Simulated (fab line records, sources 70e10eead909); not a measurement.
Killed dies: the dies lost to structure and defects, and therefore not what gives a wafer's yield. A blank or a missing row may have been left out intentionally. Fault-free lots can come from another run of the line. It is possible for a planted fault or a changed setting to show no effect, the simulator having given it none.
Which tool is to blame?	flow nandHarc	Sampling: 24 lots, 72 wafers, 6 of 1159 route steps

== WHAT EACH GAUGE READ, for each wafer ==
No reading from a measuring or inspecting step in the record can be judged against a usual standard deviation.

== EACH LOT AND THE TOOL THAT RAN IT (in order: tool; ch and the chambers of the sampled wafers; start) ==
lot	NHARC_A_STAIRCASE_TRIM_200	NHARC_A_STAIRCASE_TRIM_224	NHARC_A_STAIRCASE_ETCH_232	NHARC_A_STAIRCASE_ETCH_236	NHARC_A_STAIRCASE_STRIP_254	NHARC_A_STAIRCASE_ETCH_292
L075	rieDiel-05 ch 0,1,3, day 11 15:07 or earlier	rieDiel-13 ch 1,3, day 11 15:07 or earlier	rieDiel-05 ch 0,1,3, day 11 15:07 or earlier	rieDiel-05 ch 0,2, day 11 15:07 or earlier	plasmaAsher-02 ch 0,1, day 11 15:07	rieDiel-05 ch 0,1,3, day 11 19:08
L076	rieDiel-13 ch 0,1,2, day 11 16:26 or earlier	rieDiel-09 ch 0,1,2, day 11 16:26 or earlier	rieDiel-09 ch 0,2,3, day 11 16:26 or earlier	rieDiel-09 ch 1,2,3, day 11 16:26 or earlier	plasmaAsher-02 ch 0,1, day 11 16:26	rieDiel-05 ch 1,2,3, day 11 21:05
L077	rieDiel-05 ch 0,1,2, day 11 22:12 or earlier	rieDiel-05 ch 0,1,3, day 11 22:12 or earlier	rieDiel-05 ch 0,1,2, day 11 22:12 or earlier	rieDiel-05 ch 1,2,3, day 11 22:12 or earlier	plasmaAsher-01 ch 0,1, day 11 22:12	rieDiel-05 ch 0,1,3, day 12 02:07
L074	rieDiel-05 ch 0,1,2, day 12 04:19 or earlier	rieDiel-05 ch 0,3, day 12 04:19 or earlier	rieDiel-05 ch 0,1,3, day 12 04:19 or earlier	rieDiel-05 ch 0,1,2, day 12 04:19 or earlier	plasmaAsher-01 ch 0,1, day 12 04:19	rieDiel-05 ch 1,2,3, day 12 07:55
L079	rieDiel-05 ch 0,1,3, day 12 08:59 or earlier	rieDiel-13 ch 0,2,3, day 12 08:59 or earlier	rieDiel-13 ch 1,2,3, day 12 08:59 or earlier	rieDiel-13 ch 0,2,3, day 12 08:59 or earlier	plasmaAsher-01 ch 0,1, day 12 08:59	rieDiel-09 ch 0,2,3, day 12 13:25
L078	rieDiel-13 ch 0,1,3, day 12 09:19 or earlier	rieDiel-09 ch 0,2, day 12 09:19 or earlier	rieDiel-05 ch 1,2, day 12 09:19 or earlier	rieDiel-05 ch 0,3, day 12 09:19 or earlier	plasmaAsher-01 ch 1, day 12 09:19	rieDiel-09 ch 2,3, day 12 15:15
L080	rieDiel-13 ch 0,1,2, day 13 07:11 or earlier	rieDiel-05 ch 0,2,3, day 13 07:11 or earlier	rieDiel-05 ch 1,2,3, day 13 07:11 or earlier	rieDiel-05 ch 0,1,2, day 13 07:11 or earlier	plasmaAsher-01 ch 0,1, day 13 07:11	rieDiel-09 ch 0,1,3, day 13 11:25
L082	rieDiel-05 ch 0,1,2, day 13 07:38 or earlier	rieDiel-13 ch 0,1,3, day 13 07:38 or earlier	rieDiel-05 ch 1,2,3, day 13 07:38 or earlier	rieDiel-05 ch 0,2,3, day 13 07:38 or earlier	plasmaAsher-01 ch 0,1, day 13 07:38	rieDiel-05 ch 1,2,3, day 13 12:34
L081	rieDiel-09 ch 0,1,2, day 13 09:27 or earlier	rieDiel-05 ch 0,1,3, day 13 09:27 or earlier	rieDiel-05 ch 1,3, day 13 09:27 or earlier	rieDiel-05 ch 1,2,3, day 13 09:27 or earlier	plasmaAsher-02 ch 0,1, day 13 09:27	rieDiel-13 ch 1,2,3, day 13 16:08
L084	rieDiel-09 ch 0,2,3, day 13 10:05 or earlier	rieDiel-05 ch 0,3, day 13 10:05 or earlier	rieDiel-09 ch 1,3, day 13 10:05 or earlier	rieDiel-09 ch 0,2, day 13 10:05 or earlier	plasmaAsher-02 ch 0, day 13 10:05	rieDiel-13 ch 0,1,2, day 13 18:08
L083	rieDiel-13 ch 2,3, day 13 11:17 or earlier	rieDiel-05 ch 1,2, day 13 11:17 or earlier	rieDiel-13 ch 0,1, day 13 11:17 or earlier	rieDiel-13 ch 2,3, day 13 11:17 or earlier	plasmaAsher-01 ch 0,1, day 13 11:17	rieDiel-05 ch 0,1, day 13 19:49
L088	rieDiel-05 ch 0,2,3, day 14 09:12 or earlier	rieDiel-09 ch 0,1,2, day 14 09:12 or earlier	rieDiel-05 ch 0,2,3, day 14 09:12 or earlier	rieDiel-05 ch 0,1,3, day 14 09:12 or earlier	plasmaAsher-01 ch 0,1, day 14 09:12	rieDiel-09 ch 0,1,3, day 14 13:04
L085	rieDiel-09 ch 0,1,2, day 14 09:17 or earlier	rieDiel-13 ch 1,2,3, day 14 09:17 or earlier	rieDiel-05 ch 1,2, day 14 09:17 or earlier	rieDiel-05 ch 0,1,3, day 14 09:17 or earlier	plasmaAsher-02 ch 0,1, day 14 09:17	rieDiel-05 ch 0,1, day 14 14:07
L086	rieDiel-09 ch 0,1,2, day 14 14:02 or earlier	rieDiel-13 ch 0,1,2, day 14 14:02 or earlier	rieDiel-13 ch 1,3, day 14 14:02 or earlier	rieDiel-13 ch 0,2, day 14 14:02 or earlier	plasmaAsher-02 ch 1, day 14 14:02	rieDiel-13 ch 2,3, day 14 18:27
L087	rieDiel-13 ch 0,2,3, day 14 21:13 or earlier	rieDiel-05 ch 1,2,3, day 14 21:13 or earlier	rieDiel-09 ch 0,3, day 14 21:13 or earlier	rieDiel-09 ch 0,2, day 14 21:13 or earlier	plasmaAsher-01 ch 0,1, day 14 21:13	rieDiel-05 ch 0,2,3, day 15 02:28
L090	rieDiel-05 ch 1,2, day 15 02:16 or earlier	rieDiel-05 ch 2,3, day 15 02:16 or earlier	rieDiel-09 ch 0,2, day 15 02:16 or earlier	rieDiel-09 ch 1,2,3, day 15 02:16 or earlier	plasmaAsher-01 ch 0,1, day 15 02:16	rieDiel-13 ch 1,2,3, day 15 05:56
L089	rieDiel-09 ch 1,2, day 15 02:23 or earlier	rieDiel-05 ch 0,1,3, day 15 02:23 or earlier	rieDiel-05 ch 0,2, day 15 02:23 or earlier	rieDiel-05 ch 1,2, day 15 02:23 or earlier	plasmaAsher-02 ch 0,1, day 15 02:23	rieDiel-13 ch 0,2, day 15 06:16
L091	rieDiel-13 ch 1,3, day 15 04:47	rieDiel-09 ch 0,3, day 15 11:48 or earlier	rieDiel-13 ch 0,1,3, day 15 11:48 or earlier	rieDiel-13 ch 0,2, day 15 11:48 or earlier	plasmaAsher-01 ch 0,1, day 15 11:48	rieDiel-13 ch 0,2,3, day 15 16:14
L092	rieDiel-13 ch 0,2,3, day 15 12:24 or earlier	rieDiel-09 ch 0,1,2, day 15 12:24 or earlier	rieDiel-13 ch 0,2,3, day 15 12:24 or earlier	rieDiel-13 ch 0,1,2, day 15 12:24 or earlier	plasmaAsher-01 ch 0,1, day 15 12:24	rieDiel-05 ch 1,2, day 15 18:05
L093	rieDiel-13 ch 1,3, day 15 17:22 or earlier	rieDiel-09 ch 0,1,2, day 15 17:22 or earlier	rieDiel-05 ch 1,2, day 15 17:22 or earlier	rieDiel-05 ch 0,2,3, day 15 17:22 or earlier	plasmaAsher-01 ch 0,1, day 15 17:22	rieDiel-13 ch 0,2,3, day 15 21:05
L094	rieDiel-05 ch 1,2,3, day 16 06:11 or earlier	rieDiel-05 ch 1,2,3, day 16 06:11 or earlier	rieDiel-05 ch 0,1,3, day 16 06:11 or earlier	rieDiel-05 ch 0,1,3, day 16 06:11 or earlier	plasmaAsher-01 ch 0,1, day 16 06:11	rieDiel-05 ch 0,2,3, day 16 09:52
L095	rieDiel-13 ch 2,3, day 16 10:52 or earlier	rieDiel-13 ch 2,3, day 16 10:52 or earlier	rieDiel-13 ch 0,2,3, day 16 10:52 or earlier	rieDiel-13 ch 0,1, day 16 10:52 or earlier	plasmaAsher-01 ch 0,1, day 16 10:52	rieDiel-05 ch 0,1,3, day 16 17:28
L096	rieDiel-09 ch 1,2,3, day 16 18:23 or earlier	rieDiel-05 ch 0,1,2, day 16 18:23 or earlier	rieDiel-05 ch 0,1,2, day 16 18:23 or earlier	rieDiel-05 ch 0,2,3, day 16 18:23 or earlier	plasmaAsher-01 ch 0,1, day 16 18:23	rieDiel-09 ch 1,2,3, day 17 00:45
L097	rieDiel-05 ch 0,2,3, day 17 02:25 or earlier	rieDiel-05 ch 0,1, day 17 02:25 or earlier	rieDiel-05 ch 0,3, day 17 02:25 or earlier	rieDiel-05 ch 0,1,3, day 17 02:25 or earlier	plasmaAsher-01 ch 0,1, day 17 02:25	rieDiel-05 ch 2,3, day 17 06:28
- NHARC_A_STAIRCASE_TRIM_200: chemistry O2, time 211.2 s.
- NHARC_A_STAIRCASE_TRIM_224: chemistry O2, time 211.2 s.
- NHARC_A_STAIRCASE_ETCH_232: etches the open film in C4F8/O2, target depth 100 nm, time 40.5 s.
- NHARC_A_STAIRCASE_ETCH_236: etches the open film in C4F8/O2, target depth 100 nm, time 40.5 s.
- NHARC_A_STAIRCASE_STRIP_254: strips in O2.
- NHARC_A_STAIRCASE_ETCH_292: etches the open film in CF4/CHF3.

== WHAT THE TOOLS THEMSELVES READ (means of the sampled wafers that have a number; where no wafer has one, the mark that the record gives instead) ==
NHARC_A_STAIRCASE_TRIM_200.
lot	tool	drypumpMotorCurrentA (A)	oesProductAu (a.u.)	rfVppV (V)	showerheadPlenumPTorr (Torr)	throttleValvePct (%)
L075	rieDiel-05	6.2	0.993	56.7	3.46	17.031
L076	rieDiel-13	6.2	0.994	57.0	3.51	17.031
L077	rieDiel-05	5.7	0.998	58.4	3.53	17.044
L074	rieDiel-05	5.7	0.996	57.1	3.52	17.041
L079	rieDiel-05	6.2	1.003	57.6	3.45	17.031
L078	rieDiel-13	5.8	0.998	57.9	3.51	17.036
L080	rieDiel-13	6.2	0.992	58.1	3.50	17.035
L082	rieDiel-05	5.7	1.010	57.6	3.52	17.037
L081	rieDiel-09	5.8	1.007	58.2	3.63	17.029
L084	rieDiel-09	5.4	1.003	58.0	3.61	17.028
L083	rieDiel-13	5.6	0.991	58.0	3.65	17.044
L088	rieDiel-05	6.2	1.014	57.4	3.43	17.034
L085	rieDiel-09	5.8	1.005	58.1	3.63	17.034
L086	rieDiel-09	5.7	1.006	57.6	3.63	17.048
L087	rieDiel-13	5.7	0.991	58.2	3.53	17.040
L090	rieDiel-05	5.3	1.018	58.3	3.58	17.036
L089	rieDiel-09	5.7	1.005	57.8	3.59	17.039
L091	rieDiel-13	5.5	1.002	58.2	3.62	17.032
L092	rieDiel-13	5.7	0.992	56.6	3.53	17.035
L093	rieDiel-13	5.5	1.004	57.5	3.62	17.049
L094	rieDiel-05	5.7	0.998	57.6	3.50	17.037
L095	rieDiel-13	5.7	0.990	57.8	3.63	17.035
L096	rieDiel-09	5.4	1.001	57.4	3.58	17.041
L097	rieDiel-05	6.2	1.002	58.0	3.42	17.044

NHARC_A_STAIRCASE_TRIM_224.
lot	tool	drypumpMotorCurrentA (A)	oesProductAu (a.u.)	rfVppV (V)	showerheadPlenumPTorr (Torr)	throttleValvePct (%)
L075	rieDiel-13	5.9	1.002	58.0	3.60	17.029
L076	rieDiel-09	5.8	0.988	58.2	3.64	17.041
L077	rieDiel-05	6.1	1.000	58.3	3.46	17.046
L074	rieDiel-05	6.6	1.006	57.8	3.38	17.031
L079	rieDiel-13	5.7	0.995	58.2	3.54	17.036
L078	rieDiel-09	5.7	1.006	58.6	3.66	17.040
L080	rieDiel-05	6.1	1.009	57.8	3.43	17.038
L082	rieDiel-13	5.8	1.000	57.4	3.51	17.025
L081	rieDiel-05	6.1	1.004	57.1	3.45	17.037
L084	rieDiel-05	6.5	1.006	58.6	3.37	17.047
L083	rieDiel-05	5.3	1.007	57.9	3.58	17.039
L088	rieDiel-09	5.7	1.003	58.3	3.63	17.031
L085	rieDiel-13	5.8	0.998	58.7	3.62	17.029
L086	rieDiel-13	6.2	0.993	57.8	3.49	17.043
L087	rieDiel-05	5.7	1.006	57.8	3.51	17.036
L090	rieDiel-05	5.8	1.018	57.9	3.49	17.039
L089	rieDiel-05	6.1	0.999	57.4	3.44	17.033
L091	rieDiel-09	5.1	0.996	58.3	3.60	17.045
L092	rieDiel-09	5.7	0.999	57.7	3.62	17.041
L093	rieDiel-09	5.7	0.998	57.7	3.62	17.026
L094	rieDiel-05	5.7	0.995	58.0	3.50	17.049
L095	rieDiel-13	5.7	0.994	58.1	3.63	17.043
L096	rieDiel-05	5.7	0.996	57.6	3.50	17.039
L097	rieDiel-05	5.6	0.995	57.5	3.52	17.043

NHARC_A_STAIRCASE_ETCH_232.
lot	tool	oesProductAu (a.u.)	rfVppV (V)
L075	rieDiel-05	0.960	894
L076	rieDiel-09	0.941	899
L077	rieDiel-05	0.936	896
L074	rieDiel-05	0.940	892
L079	rieDiel-13	0.940	899
L078	rieDiel-05	0.934	898
L080	rieDiel-05	0.956	895
L082	rieDiel-05	0.947	896
L081	rieDiel-05	0.947	896
L084	rieDiel-09	0.931	898
L083	rieDiel-13	0.927	893
L088	rieDiel-05	0.949	892
L085	rieDiel-05	0.946	898
L086	rieDiel-13	0.952	899
L087	rieDiel-09	0.930	899
L090	rieDiel-09	0.951	900
L089	rieDiel-05	0.950	895
L091	rieDiel-13	0.927	895
L092	rieDiel-13	0.927	895
L093	rieDiel-05	0.948	898
L094	rieDiel-05	0.922	893
L095	rieDiel-13	0.945	895
L096	rieDiel-05	0.925	896
L097	rieDiel-05	0.938	890

NHARC_A_STAIRCASE_ETCH_236.
lot	tool	oesProductAu (a.u.)	rfVppV (V)
L075	rieDiel-05	0.959	896
L076	rieDiel-09	0.932	899
L077	rieDiel-05	0.932	895
L074	rieDiel-05	0.953	896
L079	rieDiel-13	0.941	897
L078	rieDiel-05	0.941	890
L080	rieDiel-05	0.940	897
L082	rieDiel-05	0.945	893
L081	rieDiel-05	0.948	896
L084	rieDiel-09	0.948	900
L083	rieDiel-13	0.957	900
L088	rieDiel-05	0.945	893
L085	rieDiel-05	0.957	893
L086	rieDiel-13	0.921	895
L087	rieDiel-09	0.944	901
L090	rieDiel-09	0.944	897
L089	rieDiel-05	0.965	897
L091	rieDiel-13	0.927	894
L092	rieDiel-13	0.924	894
L093	rieDiel-05	0.951	892
L094	rieDiel-05	0.944	892
L095	rieDiel-13	0.934	891
L096	rieDiel-05	0.935	892
L097	rieDiel-05	0.926	892

NHARC_A_STAIRCASE_STRIP_254.
lot	tool	drypumpMotorCurrentA (A)	heaterPowerW (W)
L075	plasmaAsher-02	5.6	305
L076	plasmaAsher-02	5.8	314
L077	plasmaAsher-01	6.2	351
L074	plasmaAsher-01	6.1	352
L079	plasmaAsher-01	6.1	357
L078	plasmaAsher-01	5.9	348
L080	plasmaAsher-01	6.2	342
L082	plasmaAsher-01	6.2	348
L081	plasmaAsher-02	5.8	315
L084	plasmaAsher-02	5.4	304
L083	plasmaAsher-01	6.0	331
L088	plasmaAsher-01	6.1	338
L085	plasmaAsher-02	5.8	320
L086	plasmaAsher-02	5.9	323
L087	plasmaAsher-01	6.2	339
L090	plasmaAsher-01	6.2	337
L089	plasmaAsher-02	5.8	310
L091	plasmaAsher-01	6.2	333
L092	plasmaAsher-01	6.0	340
L093	plasmaAsher-01	6.2	341
L094	plasmaAsher-01	6.1	335
L095	plasmaAsher-01	6.1	342
L096	plasmaAsher-01	6.2	335
L097	plasmaAsher-01	6.1	336

NHARC_A_STAIRCASE_ETCH_292.
lot	tool	cf4FlowSccm (sccm)	drypumpMotorCurrentA (A)	oesProductAu (a.u.)	rfVppV (V)	showerheadPlenumPTorr (Torr)	throttleValvePct (%)
L075	rieDiel-05	100.0	6.1	0.935	370.6	1.54	16.801
L076	rieDiel-05	99.9	5.7	0.928	369.8	1.57	16.801
L077	rieDiel-05	100.1	6.1	0.944	370.2	1.54	16.803
L074	rieDiel-05	100.1	5.7	0.926	370.4	1.57	16.796
L079	rieDiel-09	100.0	5.4	0.954	372.1	1.61	16.800
L078	rieDiel-09	100.1	5.1	0.954	370.9	1.59	16.800
L080	rieDiel-09	100.1	5.4	0.968	371.8	1.62	16.807
L082	rieDiel-05	100.0	5.7	0.933	369.9	1.57	16.802
L081	rieDiel-13	100.1	5.8	0.918	371.6	1.61	16.809
L084	rieDiel-13	100.3	6.1	0.944	371.0	1.56	16.803
L083	rieDiel-05	99.9	5.6	0.953	370.7	1.57	16.802
L088	rieDiel-09	100.2	5.4	0.956	371.3	1.62	16.801
L085	rieDiel-05	100.1	5.6	0.931	370.6	1.57	16.807
L086	rieDiel-13	99.9	5.3	0.949	373.1	1.63	16.804
L087	rieDiel-05	100.0	6.2	0.983	369.8	1.53	16.798
L090	rieDiel-13	99.9	5.8	0.958	371.7	1.61	16.799
L089	rieDiel-13	100.0	6.1	0.914	368.8	1.52	16.807
L091	rieDiel-13	100.4	5.7	0.960	370.7	1.57	16.804
L092	rieDiel-05	99.7	5.3	0.991	370.8	1.60	16.800
L093	rieDiel-13	99.9	5.7	0.973	370.2	1.57	16.807
L094	rieDiel-05	100.3	6.2	0.971	368.6	1.53	16.808
L095	rieDiel-05	100.1	6.2	0.911	368.9	1.53	16.798
L096	rieDiel-09	100.2	5.4	0.957	370.7	1.59	16.811
L097	rieDiel-05	100.2	6.2	0.943	368.4	1.52	16.803

== THE ANSWER, worked out from the rows above alone ==
Rule: what is usual is taken from the lots themselves. Put in order of their means at a reading, lots are off if they are a third of the lots or fewer, leave a main group of 4 or more, and stand apart from it by a gap of 3 or more times the standard deviation of the main group's means; of several such gaps the widest counts. A main group whose means are all the same, to the digits that the tables above print for the reading, isn't used. Also off: a lot with no number at a reading for which 4 or more lots have one. The other lots that the step has rows for count as sound. First the gauges in route order, then the tools' own readings, where a lot's mean is used as printed above. At the first step where some lot is off, the reading lying furthest off is the one used; lots without a number count as furthest.
No lot is off at any reading shown: from this, nothing can be told.

== WHAT WAS PUT IN BY THE SIMULATOR ==
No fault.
